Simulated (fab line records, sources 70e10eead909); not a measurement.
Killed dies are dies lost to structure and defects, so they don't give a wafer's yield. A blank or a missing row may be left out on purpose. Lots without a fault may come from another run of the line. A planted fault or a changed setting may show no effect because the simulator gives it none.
fab line records | flow nand_harc
record lots=6 wafers=17 last_day=24
route steps=1159 shown A_SGD_CUT@758
lots that met no fault: from a run of the same line without faults
start_h: hours from the record's first day to the start of the lot's first wafer shown | wait_h: hours since the lot's step before | " the same as in the row above | L1.1+2: a row that stands for several wafers | - no value, or no start given | * or withheld: withheld | < > ~ a bound
route shown NAME@n: a module of which the file shows steps, and the number in the route of the first | usual: mean/standard deviation of fault-free wafers | same: alike in all rows | chamber/n: place in a boat | sites: the reading at each site | _std_site: their standard deviation | _edge_site: outer sites' mean less inner sites' | radius_mm: how far each site lies from the wafer's centre | mask NAME#n: copy n | behind: the tool/chamber that last shaped the wafer | hold: why the lot was held/for how many hours/how that ended | device: the transistor (n, p or np) that didn't switch | end of line: the same wafers' tests at the end of the route | a step without rows: its recipe alone | killed: dies lost to structure and defects at the first sort, not the wafer's yield | map: a wafer's dies, x killed, . not, _ none there
set.NAME: the setting as run; set.NAME@STEP: as run at that earlier step | model.NAME: the simulator's own value behind a step, which no gauge read
lots at some steps of the route; a table a step, a row a wafer
services: from which hour (start_h, from the record's first day; less than 0 if before it) a tool's chamber was out of use, for how many hours, and why
## steps
# step NHARC_A_SGD_CUT_CD_MEAS_09
# recipe target_cd_nm=100 landing_energy_ev=500
# usual cd_nm=100.0/0.46
# columns lot.wafer tool chamber start_h wait_h cd_nm
L157.3 cd_sem-03 0 323.86 - 99.5
L157.4 " 0 " " 99.2
L157.5 " 0 " " 99.9
L155.2 cd_sem-01 0 324.01 - 100.1
L155.4 " 0 " " 100.4
L155.5 " 0 " " 100.2
L158.2 cd_sem-01 0 357.95 - 99.5
L158.5 " 0 " " 99.2
L162.1 cd_sem-03 0 368.65 - 100.4
L162.5 " 0 " " 100.6
L162.6 " 0 " " 99.6
L169.1 cd_sem-02 0 415.61 - 99.8
L169.5 " 0 " " 99.7
L169.6 " 0 " " 100.0
L170.1 cd_sem-01 0 430.27 - 100.1
L170.3 " 0 " " 100.6
L170.4 " 0 " " 100.6
# step NHARC_A_SGD_CUT_OVL_MEAS_10
# usual overlay_x_nm=0.1/0.66 overlay_y_nm=0.0/0.86
# columns lot.wafer tool chamber start_h wait_h overlay_x_nm overlay_y_nm
L157.3 overlay-02 - 323.95 - 0.5 1.2
L157.4 " - " " 0.1 1.0
L157.5 " - " " 0.4 1.3
L155.2 overlay-01 - 324.10 - -1.4 1.4
L155.4 " - " " -0.9 0.5
L155.5 " - " " -1.2 1.5
L158.2 overlay-01 - 358.04 - 1.3 -0.1
L158.5 " - " " 1.1 0.3
L162.1 overlay-01 - 368.74 - -0.2 -0.2
L162.5 " - " " -0.4 0.2
L162.6 " - " " 0.1 0.1
L169.1 overlay-02 - 415.70 - -0.3 0.6
L169.5 " - " " -0.2 -0.1
L169.6 " - " " -0.6 -0.5
L170.1 overlay-01 - 430.36 - 0.8 -0.5
L170.3 " - " " 0.0 -0.8
L170.4 " - " " 0.6 -0.2
# step NHARC_A_SGD_CUT_INSPECT_11
# usual raw_defect_count=19/9.5
# columns lot.wafer tool chamber start_h wait_h raw_defect_count
L157.3 defect_inspect-02 - 323.98 0.0 10
L157.4 " - " " 6
L157.5 " - " " 7
L155.2 defect_inspect-02 - 324.14 0.0 14
L155.4 " - " " 5
L155.5 " - " " 17
L158.2 defect_inspect-01 - 358.07 0.0 21
L158.5 " - " " 38
L162.1 defect_inspect-02 - 368.78 0.0 32
L162.5 " - " " 26
L162.6 " - " " 24
L169.1 defect_inspect-01 - 415.73 0.0 9
L169.5 " - " " 9
L169.6 " - " " 14
L170.1 defect_inspect-01 - 430.39 0.0 28
L170.3 " - " " 33
L170.4 " - " " 30
# step NHARC_A_SGD_CUT_DESCUM_14
# recipe time_s=3 o2_flow_sccm=200 ar_flow_sccm=0 bias_power_w=0 chemistry=O2
# usual drypump_motor_current_A=5.7/0.35 mfc_ar_sccm=0.013/0.015 oes_product_au=0.997/0.0098 rf_vpp_V=57.7/0.8 showerhead_plenum_p_Torr=1.88/0.082 throttle_valve_pct=11.311/0.0091
# columns lot.wafer tool chamber start_h wait_h drypump_motor_current_A mfc_ar_sccm oes_product_au rf_hours_counter_h rf_vpp_V showerhead_plenum_p_Torr throttle_valve_pct
L157.3 rie_diel-11 1 324.06 0.1 6.3 0.020 0.997 14 59.4 1.83 11.315
L157.4 " 2 " " 6.1 0 1.010 13 57.1 1.97 11.291
L157.5 " 1 " " 6.3 0.020 1.000 - 57.9 1.83 11.311
L155.2 rie_diel-04 0 324.22 0.1 5.6 0.005 1.000 1 58.1 1.83 11.308
L155.5 " 2 " " 5.9 0 0.986 - 56.5 1.79 11.307
L155.4 " 0 " " 5.7 0.005 1.008 - 58.1 1.83 11.310
L158.2 rie_diel-11 0 358.15 0.1 5.4 0 0.986 18 56.7 2.00 11.305
L158.5 " 3 " " 5.9 0.041 1.013 - 57.4 1.85 11.318
L162.1 rie_diel-10 2 368.85 0.1 5.3 0 1.001 0 57.5 1.96 11.328
L162.5 " 1 " " 5.1 0 1.006 - 57.1 1.81 11.316
L162.6 " 2 " " 5.2 0 0.999 - 57.4 1.96 11.321
L169.1 rie_diel-10 0 415.82 0.1 5.8 0.039 0.997 3 57.5 1.91 11.311
L169.5 " 1 " " 5.1 0 0.997 - 58.0 1.81 11.311
L169.6 " 2 " " 5.2 0 1.002 - 57.4 1.96 11.305
L170.4 rie_diel-11 1 430.46 0.1 6.3 0.020 0.998 5 57.5 1.83 11.305
L170.3 " 3 " " 5.9 0.041 0.990 6 57.8 1.84 11.311
L170.1 " 0 " " 5.4 0 0.993 6 57.8 1.99 11.326
# step NHARC_A_SGD_CUT_ETCH_58
# recipe target_depth_a=390 over_etch_frac=0.3 time_s=65 ion_energy_ev=80 cf4_flow_sccm=150 ar_flow_sccm=0 rf_w=300 bias_w=100 chemistry=CF4
# usual drypump_motor_current_A=5.7/0.33 mfc_ar_sccm=0.014/0.015 oes_product_au=0.998/0.0088 rf_vpp_V=151.0/1.2 showerhead_plenum_p_Torr=1.75/0.072 throttle_valve_pct=13.283/0.0097
# same over_etch_frac=0.3
# columns lot.wafer tool chamber start_h wait_h drypump_motor_current_A mfc_ar_sccm oes_product_au rf_hours_counter_h rf_vpp_V showerhead_plenum_p_Torr throttle_valve_pct
L157.4 rie_diel-11 1 324.14 0.1 6.3 0.020 1.003 14 151.1 1.70 13.271
L157.3 " 3 " " 5.9 0.041 0.999 12 149.3 1.71 13.285
L157.5 " 0 " " 5.4 0 0.979 - 153.4 1.84 13.279
L155.2 rie_diel-04 2 324.32 0.1 5.9 0 1.003 1 151.6 1.66 13.282
L155.4 " 1 " " 5.4 0.031 1.012 - 150.7 1.86 13.291
L155.5 " 0 " " 5.7 0.005 1.006 - 151.1 1.70 13.298
L158.2 rie_diel-11 2 358.24 0.1 6.1 0 1.017 17 152.9 1.82 13.294
L158.5 " 0 " " 5.4 0 0.992 - 152.6 1.84 13.290
L162.1 rie_diel-10 1 368.94 0.1 5.1 0 1.004 0 150.8 1.68 13.284
L162.6 " 2 " " 5.2 0 1.003 - 152.2 1.81 13.274
L162.5 " 3 " " 5.7 0.017 0.996 - 150.6 1.67 13.274
L169.1 rie_diel-10 1 415.90 0.1 5.1 0 0.994 7 151.5 1.68 13.299
L169.5 " 2 " " 5.2 0 1.004 - 151.9 1.81 13.286
L169.6 " 3 " " 5.7 0.017 0.993 - 149.4 1.67 13.270
L170.3 rie_diel-11 1 430.54 0.1 6.3 0.020 0.993 5 150.7 1.70 13.292
L170.1 " 2 " " 6.1 0 1.003 5 152.2 1.81 13.282
L170.4 " 0 " " 5.4 0 0.985 6 151.6 1.84 13.303
# step NHARC_A_SGD_CUT_ETCH_59
# recipe target_depth_a=2600 over_etch_frac=0.25 time_s=406.25 ion_energy_ev=200 n2_flow_sccm=150 h2_flow_sccm=150 ar_flow_sccm=0 rf_w=400 bias_w=150 chemistry=N2/H2
# step NHARC_A_SGD_CUT_ETCH_15
# recipe target_depth_a=750 time_s=64.3 ch3f_flow_sccm=50 o2_flow_sccm=30 ar_flow_sccm=200 rf_w=500 bias_w=100 chemistry=CH3F/O2
# step NHARC_A_SGD_CUT_ETCH_16
# recipe target_depth_a=3105 time_s=155.2 c4f8_flow_sccm=withheld o2_flow_sccm=8 ar_flow_sccm=withheld rf_w=600 bias_w=800 chemistry=C4F8/O2/Ar
# usual oes_product_au=0.966/0.016 rf_vpp_V=722/4.3
# columns lot.wafer tool chamber start_h wait_h oes_product_au rf_hours_counter_h rf_vpp_V
L157.3 rie_diel-11 2 - - 0.972 13 726
L157.4 " 3 " " 0.982 12 720
L157.5 " 1 " " 0.974 - 720
L155.2 rie_diel-04 2 - - 0.954 2 716
L155.4 " 2 " " 0.947 - 716
L155.5 " 0 " " 0.958 - 719
L158.2 rie_diel-11 3 - - 0.970 17 720
L158.5 " 2 " " 0.967 - 725
L162.1 rie_diel-10 0 - - 0.992 0 723
L162.5 " 0 " " 0.990 - 723
L162.6 " 1 " " 0.981 - 717
L169.1 rie_diel-10 3 - - 0.948 7 717
L169.5 " 3 " " 0.942 - 718
L169.6 " 0 " " 0.964 - 723
L170.4 rie_diel-11 2 - - 0.981 5 727
L170.3 " 3 " " 0.971 6 719
L170.1 " 0 " " 0.960 7 728
# step NHARC_A_SGD_CUT_STRIP_60
# recipe c4f8_flow_sccm=withheld o2_flow_sccm=8 ar_flow_sccm=withheld bias_w=0 chemistry=C4F8/O2/Ar
# step NHARC_A_SGD_CUT_STRIP_17
# recipe o2_flow_sccm=500 ar_flow_sccm=0 bias_w=0 chemistry=O2
# usual drypump_motor_current_A=5.7/0.32 mfc_ar_sccm=0.014/0.015 oes_product_au=0.998/0.0092 rf_vpp_V=57.6/0.88 showerhead_plenum_p_Torr=3.48/0.14 throttle_valve_pct=17.036/0.009
# columns lot.wafer tool chamber start_h wait_h drypump_motor_current_A mfc_ar_sccm oes_product_au rf_hours_counter_h rf_vpp_V showerhead_plenum_p_Torr throttle_valve_pct
L157.3 rie_diel-11 0 - - 5.4 0 0.990 14 57.5 3.67 17.025
L157.4 " 1 " " 6.3 0.020 1.000 14 57.6 3.39 17.034
L157.5 " 2 " " 6.1 0 1.004 - 56.8 3.63 17.038
L155.2 rie_diel-04 0 - - 5.7 0.005 0.999 1 57.2 3.39 17.026
L155.4 " 2 " " 6.0 0 0.986 - 58.6 3.32 17.040
L155.5 " 0 " " 5.7 0.005 1.005 - 58.5 3.39 17.065
L158.2 rie_diel-11 3 - - 6.0 0.041 1.000 17 56.3 3.41 17.028
L158.5 " 2 " " 6.1 0 1.014 - 58.3 3.62 17.027
L162.1 rie_diel-10 2 - - 5.3 0 1.015 0 58.5 3.61 17.020
L162.6 " 2 " " 5.2 0 0.997 - 58.9 3.61 17.044
L162.5 " 3 " " 5.7 0.017 0.981 - 58.1 3.33 17.042
L169.1 rie_diel-10 3 - - 5.7 0.017 0.994 7 58.2 3.33 17.036
L169.6 " 1 " " 5.1 0 0.998 - 56.4 3.35 17.049
L169.5 " 2 " " 5.2 0 0.999 - 59.8 3.60 17.048
L170.4 rie_diel-11 0 - - 5.4 0 0.982 7 56.9 3.66 17.031
L170.1 " 1 " " 6.3 0.020 1.015 5 58.4 3.39 17.047
L170.3 " 2 " " 6.1 0 1.011 5 58.1 3.62 17.048
# step NHARC_A_SGD_CUT_PRECLEAN_18
# recipe time_s=* temp_c=50 bath_age_min=0 chemistry=SC1
# step NHARC_A_SGD_CUT_SRD_19
# step NHARC_A_SGD_CUT_DEP_20
# recipe target_thk_a=1500 temp_c=65 material=SiO2
# columns lot.wafer tool chamber start_h wait_h
L157.4+3+5 fcvd-02 0,1,1 325.21 -
L155.2+4+5 fcvd-01 0 325.64 -
L158.2+5 fcvd-02 0 359.50 0.2
L162.1+5+6 fcvd-02 0 369.95 -
L169.1+5+6 fcvd-01 0,1,0 416.95 -
L170.1+4+3 fcvd-01 1,1,0 431.57 -
# step NHARC_A_SGD_CUT_ANNEAL_27
# recipe temp_c=450 time_s=1800
# step NHARC_A_SGD_CUT_CMP_21
# recipe target_thk_nm=148.19
# usual motor_current_A=12.2/1.1 slurry_flow_ml_min=150.1/0.5 time_to_endpoint_s=50/3.5
# columns lot.wafer tool chamber start_h wait_h motor_current_A slurry_flow_ml_min time_to_endpoint_s
L157.4 cmp-04 0 329.36 0.4 13.0 149.9 48
L157.3 " 1 " " 11.6 150.6 50
L157.5 " 1 " " 10.9 150.1 50
L155.2 cmp-04 2 329.53 0.5 12.5 150.3 46
L155.4 " 0 " " 13.4 149.7 47
L155.5 " 1 " " 11.0 150.0 48
L158.2 cmp-01 0 364.93 0.4 11.8 150.5 53
L158.5 " 2 " " 12.2 150.5 48
L162.1 cmp-01 1 374.95 0.4 11.5 149.1 48
L162.5 " 3 " " 12.5 150.0 38
L162.6 " 0 " " 11.4 149.7 50
L169.1 cmp-01 3 421.06 0.4 13.0 150.3 49
L169.5 " 2 " " 12.2 150.5 52
L169.6 " 3 " " 13.8 150.6 50
L170.4 cmp-01 1 436.47 0.4 12.0 150.6 45
L170.1 " 3 " " 13.5 149.8 43
L170.3 " 0 " " 12.3 150.4 47
# step NHARC_A_SGD_CUT_THK_MEAS_22
# recipe thk_meas_gauge=ellipsometry
# usual thk_nm=148.1/1.3
# columns lot.wafer tool chamber start_h wait_h thk_nm
L157.3 film_metro-01 - 329.61 0.2 149.9
L157.4 " - " " 149.5
L157.5 " - " " 149.0
L155.2 film_metro-01 - 329.76 0.2 150.4
L155.4 " - " " 149.1
L155.5 " - " " 149.1
L158.2 film_metro-01 - 365.11 0.2 148.6
L158.5 " - " " 130.1
L162.1 film_metro-02 - 375.16 0.2 147.7
L162.5 " - " " 127.9
L162.6 " - " " 147.3
L169.1 film_metro-02 - 421.29 0.2 148.1
L169.5 " - " " 148.5
L169.6 " - " " 148.0
L170.1 film_metro-01 - 436.72 0.2 147.2
L170.3 " - " " 149.0
L170.4 " - " " 147.3
# step NHARC_A_SGD_CUT_SRD_23
## services
# columns tool chamber start_h hours kind
cmp-04 - 301.13 4.0 pm
rie_diel-10 3 303.06 3.6 repair
rie_diel-10 - 319.35 3.7 repair
rie_diel-11 0 321.08 - clean
rie_diel-11 1 321.08 - clean
rie_diel-11 2 321.08 - clean
rie_diel-11 3 321.08 - clean
cmp-04 - 322.23 0.6 repair
rie_diel-04 3 323.33 6.3 repair
cmp-04 - 337.55 2.5 repair
rie_diel-11 0 345.59 - clean
rie_diel-11 1 345.59 - clean
rie_diel-10 3 347.22 12.6 repair
fcvd-01 - 350.40 0.6 repair
rie_diel-10 - 353.50 9.0 pm
fcvd-02 1 356.75 39.3 repair
rie_diel-11 1 356.98 3.8 repair
rie_diel-11 - 366.55 9.0 pm
rie_diel-10 0 371.06 20.2 repair
cmp-01 - 375.50 4.0 pm
fcvd-02 - 376.00 13.0 pm
cmp-04 - 399.13 4.0 pm
rie_diel-04 0 403.57 8.0 repair
fcvd-02 - 416.04 1.1 repair
## key
first_sign step=NHARC_A_SGD_CUT_THK_MEAS_22 reading=thk_nm direction=down sigmas=15 usual=148.1 struck=129.0
effect none on later readings
met_at NHARC_A_SGD_CUT_DEP_20
struck_wafers L158.5,L162.5
tester_left_out L158,L162
onset_between 325.21 359.50
fault kind=process_parameter_drift tool=fcvd-02 chamber=- onset_h=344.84 steps=NHARC_A_SGD_CUT_DEP_20 channel=target_thk_a offset=* shape=step end_h=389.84 scope=struck_wafers_only stated=*
# tester_left_out: of these lots the tester's yield and bins aren't shown, on N5 and GAA mostly nor the transistor test; their killed dies are dies lost to structure and defects alone, not to doping, threshold or leakage, so they don't give the yield
